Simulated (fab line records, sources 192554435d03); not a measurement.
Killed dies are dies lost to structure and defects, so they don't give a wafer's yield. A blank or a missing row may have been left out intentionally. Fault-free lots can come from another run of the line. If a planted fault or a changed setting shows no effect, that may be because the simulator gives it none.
A lot that was struck, set against a sound lot :: flow n5-finfet :: 16 out of 1938 route steps
Sound: the wafers L972.3, L972.4, L972.6. The struck wafers were L963.2, L963.5, L963.6. The cause comes at the end.
Each step with rows lists, per side, the tool, then ch with its chambers, then its first start. Under that, the readings that differ: sound wafers :: struck wafers :: difference of the means :: sigmas: that difference in standard deviations of wafers without a fault.
alike: readings with means less than 2 such deviations apart, plus words and numbers identical on both sides. not compared: withheld readings, readings lacking a value on some wafer, bounds such as >300 that could conceal the same value, and numbers that have no deviation in the record and whose values overlap.
The two part at a step that has a row with sigmas, a row that says differs or no value, or rows on one side only. Non-overlapping numbers with no deviation appear without sigmas and do not part them. A reading missing from all wafers of one side parts the sides only when that side holds two or more wafers.

N5_FIN_CUT_INSPECT_10: inspects for defects (brightfield).
  sound: defect-inspect-01 at day 5 15:18; struck: defect-inspect-02 at day 3 11:35
  alike: raw-defect-count
N5_FIN_CUT_DESCUM_13: chemistry O2, time 7 s.
  sound on rie-diel-04 ch 0,2, day 5 15:22; struck on rie-diel-02 ch 2,3, day 3 11:45
reading: drypump-motor-current-A (A)
sound: 4.9 5.3 4.9
struck: 6.3 6.4 6.5
difference: +1.4
sigmas: +3

reading: rf-vpp-V (V)
sound: 245.0 245.4 245.4
struck: 241.2 242.5 242.5
difference: -3.2
sigmas: -2
  alike: oes-product-au, showerhead-plenum-p-Torr, throttle-valve-pct
  not compared: rf-hours-counter-h
then, 1 step without rows for these wafers: N5_FIN_CUT_ETCH_30 (etches underlayer in N2/H2, target depth 13 nm, time 10.4 s).
N5_FIN_CUT_ETCH_20: etches SiARC in CF4, target depth 26 nm, time 43.3 s.
  sound on rie-diel-04 ch 0,2, day 5 15:25; struck on rie-diel-02 ch 2,3, day 3 11:49
reading: drypump-motor-current-A (A)
sound: 4.9 5.3 4.9
struck: 6.3 6.3 6.5
difference: +1.3
sigmas: +3
  alike: bias-w, cf4-flow-sccm, etch-rf-on-time-s, oes-product-au, rf-vpp-V, showerhead-plenum-p-Torr, throttle-valve-pct
  not compared: rf-hours-counter-h
then, 3 steps without rows for these wafers: N5_FIN_CUT_ETCH_21 (etches SOC in N2/H2, target depth 219 nm, overetch 43.8 nm, time 523.5 s); N5_FIN_CUT_STRIP_23 (strips in N2/H2); N5_FIN_CUT_STRIP_31 (strips in N2/H2).
N5_FIN_CUT_STRIP_24: strips in CF4.
  sound on rie-diel-04 ch 0,2, day 5 15:47; struck on rie-diel-02 ch 2,3, day 3 12:10
reading: drypump-motor-current-A (A)
sound: 4.9 5.3 4.9
struck: 6.3 6.3 6.5
difference: +1.3
sigmas: +3
  alike: oes-product-au, rf-vpp-V, showerhead-plenum-p-Torr, throttle-valve-pct
  not compared: rf-hours-counter-h
then, 3 steps without rows for these wafers: N5_FIN_CUT_CUT_ETCH_26 (etches SiNx in CH3F/O2, target depth 39 nm, time 55.7 s); N5_FIN_CUT_CUT_ETCH_27 (etches SiO2 in CHF3/O2, target depth 4 nm, overetch 2 nm, time 4.9 s); N5_FIN_CUT_PRECLEAN_35 (cleans in vHF, time 13.3 s).
N5_FIN_CUT_CUT_ETCH_15: etches Si in HBr/Cl2/O2, target depth 100 nm, bt time 10 s, time 42.4 s.
  sound on rie-si-01 ch 2,3, day 5 16:01; struck on rie-si-06 ch 0,3, day 3 12:23
  alike: HBr_flow_sccm, O2_flow_sccm, drypump-motor-current-A, oes_o_777_au, oes-product-au, throttle-valve-pct
  not compared: rf-hours-counter-h
N5_FIN_CUT_CUT_ETCH_28: etches Si in HBr/Cl2/O2, target depth 6 nm, time 2.4 s.
  sound on rie-si-01 ch 2,3, day 5 16:04; struck on rie-si-06 ch 0,3, day 3 12:26
  no value came back on the struck wafers for any of 6 readings (HBr_flow_sccm (sccm), O2_flow_sccm (sccm) and others); on the sound wafers HBr_flow_sccm (sccm) reads 150.3 150.4 150.5
  not compared: rf-hours-counter-h
N5_FIN_CUT_STRIP_22: strips in N2/H2.
  sound on rie-diel-02 ch 0,1, day 5 16:08; struck on rie-diel-02 ch 1,2,3, day 3 12:31
  alike: drypump-motor-current-A, oes-product-au, rf-vpp-V, showerhead-plenum-p-Torr, throttle-valve-pct
  not compared: rf-hours-counter-h
N5_BEOL_M4_RC_MEAS_101:
  the record has rows for the sound wafers here (prober-01 ch 0, day 12 17:08) and none for the struck ones
-- a jump in the record: the struck wafers' starts before and after are 11 days apart (it breaks off in module BEOL_M4 and resumes in module PASSIVATION, where the first step shown is number 1936 of the route) --
N5_PASSIVATION_PROBE_49:
  sound: prober-01 at day 17 02:46; struck: prober-02 at day 14 01:32
reading: defect-limited-yield (%)
sound: 88.1 89.6 92.3
struck: 0 0 0
difference: -90
sigmas: -69

reading: killed-at-front-end
sound: 48 55 31
struck: 1148 1111 1127
difference: +1084
sigmas: +99 or more

reading: killed-dies
sound: 141 123 91
struck: 1180 1180 1180
difference: +1062
sigmas: +71

reading: killed-on-rim
sound: 29 22 10
struck: 152 152 152
difference: +132
sigmas: +31

reading: sort_bin_5_function (%)
sound: 6.8 6.5 3.8
struck: 97.7 96.9 96.9
difference: +91.5
sigmas: +99 or more

reading: sort-n-pass
sound: 1039 1057 1089
struck: 0 0 0
difference: -1062
sigmas: -66

reading: sort-yield-pct (%)
sound: 88.1 89.6 92.3
struck: 0 0 0
difference: -90
sigmas: -64
  alike: killed_at_M0_to_M3, killed_at_M4_up, killed-at-contacts, killed-at-other, killed-open, killed-short, sort_bin_6_memory

== WHERE THEY PART ==
Last at N5_PASSIVATION_PROBE_49 as far as this record goes, first at N5_FIN_CUT_DESCUM_13.

WHY: whatever the simulator had introduced
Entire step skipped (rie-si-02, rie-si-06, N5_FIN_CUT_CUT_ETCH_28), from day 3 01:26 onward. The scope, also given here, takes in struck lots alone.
